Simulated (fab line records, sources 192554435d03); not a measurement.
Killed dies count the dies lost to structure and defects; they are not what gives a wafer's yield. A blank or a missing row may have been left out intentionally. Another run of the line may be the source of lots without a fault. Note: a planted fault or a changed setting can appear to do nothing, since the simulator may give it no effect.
Which tool did it? | flow n5 finfet | Sampling: 24 lots, 72 wafers, 5 of 1938 route steps

== WHAT THE GAUGES READ, wafer by wafer ==
N5_BEOL_M5_CD_MEAS_28: target cd 30.6 nm, target cd y 20 nm. Usual: cd nm reads 30.5 nm (standard deviation 0.34).
lot  | measured     | on        | cd nm (nm)     | flag
L074 | day 7 17:58  | cd sem-03 | 30.4 30.2 29.9 |
L076 | day 8 10:02  | cd sem-02 | 30.9 30.9 30.2 |
L075 | day 8 11:35  | cd sem-01 | 30.6 30.2 30.2 |
L077 | day 8 19:19  | cd sem-01 | 30.3 30.0 30.5 |
L078 | day 9 01:34  | cd sem-01 | 31.0 30.5 30.7 |
L079 | day 9 07:30  | cd sem-01 | 30.3 30.3 30.6 |
L080 | day 9 13:55  | cd sem-01 | 30.7 31.0 31.2 |
L081 | day 9 14:37  | cd sem-03 | 30.5 30.6 30.6 |
L082 | day 9 20:19  | cd sem-01 | 30.8 30.4 30.9 |
L083 | day 10 04:29 | cd sem-03 | 30.3 30.1 30.1 |
L084 | day 10 12:37 | cd sem-02 | 30.4 30.7 31.0 |
L085 | day 10 17:54 | cd sem-03 | 30.9 31.0 30.3 |
L086 | day 11 00:41 | cd sem-03 | 29.7 30.6 30.0 |
L087 | day 11 09:05 | cd sem-01 | 30.3 30.5 30.3 |
L088 | day 11 15:55 | cd sem-03 | 30.2 30.2 30.8 |
L089 | day 11 16:07 | cd sem-03 | 30.2 30.9 29.9 |
L090 | day 11 22:35 | cd sem-01 | 30.3 30.4 30.1 |
L091 | day 12 00:52 | cd sem-01 | 30.0 30.2 29.6 |
L092 | day 12 09:17 | cd sem-02 | 30.6 31.2 31.2 |
L093 | day 12 17:40 | cd sem-03 | 31.0 30.4 30.9 |
L094 | day 13 02:34 | cd sem-02 | 31.0 30.4 30.3 |
L095 | day 13 10:53 | cd sem-03 | 30.7 30.1 30.4 |
L097 | day 13 17:50 | cd sem-02 | 30.8 30.7 30.8 |
L096 | day 13 19:13 | cd sem-02 | 30.5 30.6 30.7 |

N5_BEOL_M5_INSPECT_30: inspects for defects (brightfield). Usual: raw defect count reads 380 (standard deviation 80).
lot  | measured     | on                | raw defect count | flag
L074 | day 7 18:04  | defect inspect-01 | 309 318 383      |
L076 | day 8 10:07  | defect inspect-01 | 409 392 437      |
L075 | day 8 11:40  | defect inspect-01 | 332 358 487      |
L077 | day 8 19:24  | defect inspect-02 | 450 338 281      |
L078 | day 9 01:40  | defect inspect-01 | 457 553 434      |
L079 | day 9 07:35  | defect inspect-02 | 262 327 328      |
L080 | day 9 13:59  | defect inspect-01 | 435 502 560      |
L081 | day 9 14:42  | defect inspect-01 | 391 368 436      |
L082 | day 9 20:23  | defect inspect-02 | 356 360 261      |
L083 | day 10 04:34 | defect inspect-02 | 374 351 289      |
L084 | day 10 12:42 | defect inspect-01 | 374 321 296      |
L085 | day 10 17:59 | defect inspect-01 | 256 210 261      |
L086 | day 11 00:47 | defect inspect-01 | 342 337 395      |
L087 | day 11 09:11 | defect inspect-02 | 309 397 393      |
L088 | day 11 16:01 | defect inspect-01 | 359 354 376      |
L089 | day 11 16:13 | defect inspect-01 | 412 432 338      |
L090 | day 11 22:41 | defect inspect-02 | 431 464 512      |
L091 | day 12 00:57 | defect inspect-01 | 492 402 504      |
L092 | day 12 09:23 | defect inspect-01 | 335 403 465      |
L093 | day 12 17:46 | defect inspect-02 | 433 557 500      |
L094 | day 13 02:40 | defect inspect-01 | 366 335 569      |
L095 | day 13 10:59 | defect inspect-01 | 287 303 246      |
L097 | day 13 17:55 | defect inspect-02 | 267 380 232      |
L096 | day 13 19:19 | defect inspect-02 | 269 285 297      |

== WHAT TOOL EACH LOT RAN ON (gives the tool, then ch and the chambers of the sampled wafers, and finally the start) ==
lot  | N5_BEOL_M4_ANNEAL_91         | N5_BEOL_M4_DEP_57               | N5_BEOL_M5_HM_OPEN_17
L074 | pvd sputter-01, day 7 10:47  | pecvd-02 ch 0,1, day 7 12:20    | rie metal-01 ch 0,1, day 7 17:05
L076 | pvd sputter-02, day 8 03:30  | pecvd-03 ch 1,2, day 8 05:07    | rie metal-03 ch 0,1, day 8 09:32
L075 | pvd sputter-01, day 8 06:04  | pecvd-04 ch 0,1,2, day 8 07:47  | rie metal-01 ch 0,1, day 8 11:05
L077 | pvd sputter-03, day 8 11:23  | pecvd-03 ch 0,1, day 8 13:05    | rie metal-01 ch 0,1, day 8 17:17
L078 | pvd sputter-01, day 8 20:40  | pecvd-04 ch 0,1,2, day 8 22:14  | rie metal-03 ch 0,1, day 9 00:53
L079 | pvd sputter-03, day 9 02:06  | pecvd-02 ch 0,1,2, day 9 03:50  | rie metal-02 ch 0,1, day 9 06:58
L080 | pvd sputter-01, day 9 07:22  | pecvd-02 ch 0,1, day 9 08:55    | rie metal-02 ch 0,1, day 9 12:19
L081 | pvd sputter-02, day 9 08:53  | pecvd-02 ch 0,1, day 9 10:40    | rie metal-03 ch 0,1, day 9 13:46
L082 | pvd sputter-01, day 9 15:07  | pecvd-04 ch 1,2, day 9 17:01    | rie metal-03 ch 0,1, day 9 19:38
L083 | pvd sputter-03, day 9 22:23  | pecvd-02 ch 1,2, day 9 23:58    | rie metal-01 ch 0,1, day 10 03:54
L084 | pvd sputter-01, day 10 06:29 | pecvd-04 ch 0,2, day 10 08:05   | rie metal-01 ch 0,1, day 10 12:05
L085 | pvd sputter-02, day 10 10:03 | pecvd-03 ch 0,2, day 10 11:37   | rie metal-01 ch 0,1, day 10 15:35
L086 | pvd sputter-01, day 10 17:14 | pecvd-02 ch 1,2, day 10 19:06   | rie metal-02 ch 1, day 10 22:48
L087 | pvd sputter-02, day 11 02:41 | pecvd-02 ch 1, day 11 04:16     | rie metal-01 ch 0,1, day 11 08:34
L088 | pvd sputter-01, day 11 09:37 | pecvd-02 ch 0,1, day 11 11:17   | rie metal-03 ch 0,1, day 11 15:18
L089 | pvd sputter-03, day 11 09:47 | pecvd-03 ch 0,2, day 11 11:20   | rie metal-02 ch 0,1, day 11 15:31
L090 | pvd sputter-02, day 11 17:11 | pecvd-04 ch 0,1,2, day 11 18:47 | rie metal-01 ch 0,1, day 11 22:06
L091 | pvd sputter-01, day 11 18:13 | pecvd-02 ch 0,1, day 11 19:47   | rie metal-02 ch 0,1, day 11 23:24
L092 | pvd sputter-01, day 12 01:05 | pecvd-02 ch 1,2, day 12 02:40   | rie metal-02 ch 0,1, day 12 06:26
L093 | pvd sputter-03, day 12 12:28 | pecvd-02 ch 0,1, day 12 14:01   | rie metal-01 ch 0,1, day 12 17:09
L094 | pvd sputter-02, day 12 19:46 | pecvd-04 ch 0,2, day 12 21:20   | rie metal-03 ch 1, day 13 01:41
L095 | pvd sputter-03, day 13 05:40 | pecvd-03 ch 1,2, day 13 07:14   | rie metal-03 ch 0,1, day 13 09:58
L097 | pvd sputter-01, day 13 11:02 | pecvd-03 ch 1,2, day 13 12:38   | rie metal-02 ch 1, day 13 17:09
L096 | pvd sputter-01, day 13 14:14 | pecvd-03 ch 1,2, day 13 15:47   | rie metal-03 ch 1, day 13 18:33
- N5_BEOL_M4_ANNEAL_91: time 240 s.
- N5_BEOL_M4_DEP_57: deposits SiCN from 3MS/NH3, target thk 8 nm, time 14 s.
- N5_BEOL_M5_HM_OPEN_17: chemistry Cl2/BCl3, target TiN, target depth 20 nm, overetch 6 nm.

== WHAT THE TOOLS THEMSELVES READ (means of the sampled wafers that have a number; where no wafer has one, the mark that the record gives instead) ==
N5_BEOL_M4_ANNEAL_91. Usual: heater power w reads 810 W (standard deviation 96).
lot  | tool           | heater power w (W) | flag
L074 | pvd sputter-01 | 800                |
L076 | pvd sputter-02 | 708                |
L075 | pvd sputter-01 | 805                |
L077 | pvd sputter-03 | 803                |
L078 | pvd sputter-01 | 765                |
L079 | pvd sputter-03 | 855                |
L080 | pvd sputter-01 | 836                |
L081 | pvd sputter-02 | 771                |
L082 | pvd sputter-01 | 738                |
L083 | pvd sputter-03 | 741                |
L084 | pvd sputter-01 | 838                |
L085 | pvd sputter-02 | 761                |
L086 | pvd sputter-01 | 783                |
L087 | pvd sputter-02 | 766                |
L088 | pvd sputter-01 | 839                |
L089 | pvd sputter-03 | 905                |
L090 | pvd sputter-02 | 722                |
L091 | pvd sputter-01 | 826                |
L092 | pvd sputter-01 | 735                |
L093 | pvd sputter-03 | 823                |
L094 | pvd sputter-02 | 770                |
L095 | pvd sputter-03 | 927                |
L097 | pvd sputter-01 | 840                |
L096 | pvd sputter-01 | 836                |

N5_BEOL_M4_DEP_57. Usual: rf fwd power W 199.6 W, standard deviation 0.89; showerhead plenum p Torr 3.662 Torr, standard deviation 0.0094; throttle valve pct 9.3 %, standard deviation 0.47.
lot  | tool     | rf fwd power W (W) | showerhead plenum p Torr (Torr) | throttle valve pct (%) | flag
L074 | pecvd-02 | 200.2              | 3.668                           | 9.4                    |
L076 | pecvd-03 | 198.9              | 3.664                           | 9.0                    |
L075 | pecvd-04 | 199.1              | 3.653                           | 9.5                    |
L077 | pecvd-03 | 198.9              | 3.664                           | 9.2                    |
L078 | pecvd-04 | 199.6              | 3.654                           | 9.4                    |
L079 | pecvd-02 | 199.8              | 3.664                           | 9.5                    |
L080 | pecvd-02 | 199.6              | 3.659                           | 9.8                    |
L081 | pecvd-02 | 200.2              | 3.662                           | 9.5                    |
L082 | pecvd-04 | 199.4              | 3.652                           | 9.5                    |
L083 | pecvd-02 | 199.9              | 3.657                           | 9.1                    |
L084 | pecvd-04 | 199.1              | 3.652                           | 9.3                    |
L085 | pecvd-03 | 200.4              | 3.671                           | 8.7                    |
L086 | pecvd-02 | 200.3              | 3.659                           | 9.0                    |
L087 | pecvd-02 | 200.1              | 3.662                           | 9.2                    |
L088 | pecvd-02 | 200.0              | 3.662                           | 9.4                    |
L089 | pecvd-03 | 200.7              | 3.679                           | 8.9                    |
L090 | pecvd-04 | 199.7              | 3.658                           | 9.4                    |
L091 | pecvd-02 | 199.9              | 3.665                           | 9.4                    |
L092 | pecvd-02 | 199.7              | 3.662                           | 9.2                    |
L093 | pecvd-02 | 200.5              | 3.666                           | 9.6                    |
L094 | pecvd-04 | 199.1              | 3.655                           | 9.1                    |
L095 | pecvd-03 | 200.2              | 3.663                           | 9.2                    |
L097 | pecvd-03 | 199.8              | 3.664                           | 9.1                    |
L096 | pecvd-03 | 199.9              | 3.670                           | 9.1                    |

N5_BEOL_M5_HM_OPEN_17. Usual: bcl3 flow sccm 21.75 sccm, standard deviation 0.064; drypump motor current A 5.8 A, standard deviation 0.54; oes product au 0.65 a.u., standard deviation 0.078; rf fwd power W 993 W, standard deviation 3.8; throttle valve pct 22.31 %, standard deviation 0.1.
lot  | tool         | bcl3 flow sccm (sccm) | drypump motor current A (A) | oes product au (a.u.) | rf fwd power W (W) | throttle valve pct (%) | flag
L074 | rie metal-01 | 21.76                 | 5.5                         | 0.61                  | 994                | 22.26                  |
L076 | rie metal-03 | 21.70                 | 6.1                         | 0.68                  | 994                | 22.28                  |
L075 | rie metal-01 | 21.72                 | 5.5                         | 0.61                  | 991                | 22.27                  |
L077 | rie metal-01 | 21.67                 | 5.5                         | 0.61                  | 997                | 22.27                  |
L078 | rie metal-03 | 21.77                 | 6.1                         | 0.67                  | 995                | 22.29                  |
L079 | rie metal-02 | 21.75                 | 6.1                         | 0.71                  | 996                | 22.40                  |
L080 | rie metal-02 | 21.72                 | 6.1                         | 0.72                  | 993                | 22.39                  |
L081 | rie metal-03 | 21.75                 | 6.1                         | 0.67                  | 993                | 22.27                  |
L082 | rie metal-03 | 21.76                 | 5.7                         | 0.68                  | 993                | 22.21                  |
L083 | rie metal-01 | 21.77                 | 5.5                         | 0.60                  | 996                | 22.28                  |
L084 | rie metal-01 | 21.75                 | 5.4                         | 0.65                  | 991                | 22.28                  |
L085 | rie metal-01 | 21.71                 | 5.5                         | 0.60                  | 992                | 22.28                  |
L086 | rie metal-02 | 21.81                 | 6.4                         | 0.76                  | 993                | 22.49                  |
L087 | rie metal-01 | 21.74                 | 5.5                         | 0.59                  | 995                | 22.31                  |
L088 | rie metal-03 | 21.78                 | 6.1                         | 0.66                  | 997                | 22.29                  |
L089 | rie metal-02 | 21.84                 | 6.2                         | 0.68                  | 989                | 22.42                  |
L090 | rie metal-01 | 21.74                 | 5.4                         | 0.63                  | 994                | 22.30                  |
L091 | rie metal-02 | 21.81                 | 5.8                         | 0.60                  | 993                | 22.35                  |
L092 | rie metal-02 | 21.67                 | 6.1                         | 0.67                  | 989                | 22.43                  |
L093 | rie metal-01 | 21.77                 | 5.4                         | 0.64                  | 990                | 22.29                  |
L094 | rie metal-03 | 21.78                 | 6.6                         | 0.67                  | 998                | 22.34                  |
L095 | rie metal-03 | 21.76                 | 5.7                         | 0.66                  | 990                | 22.23                  |
L097 | rie metal-02 | 21.70                 | 6.4                         | 0.73                  | 991                | 22.50                  |
L096 | rie metal-03 | 21.76                 | 6.6                         | 0.64                  | 996                | 22.37                  |

== THE ANSWER, worked out from the rows above alone ==
Rule: lot off if the mean of its wafers having a number is beyond 3 standard deviations from the usual mean. A lot without any number at a reading at which 4 lots or more have one is off too. Where the step has rows for the other lots, those lots are counted as sound. Order of review: gauges by route order, followed by the tools' own readings, for which a lot's mean as printed above is used. At the first step where some lot is off, the reading lying furthest off is the one used; lots without a number count as furthest.
Nothing can be told from this: no lot is off at any reading shown.

== WHAT WAS PUT IN BY THE SIMULATOR ==
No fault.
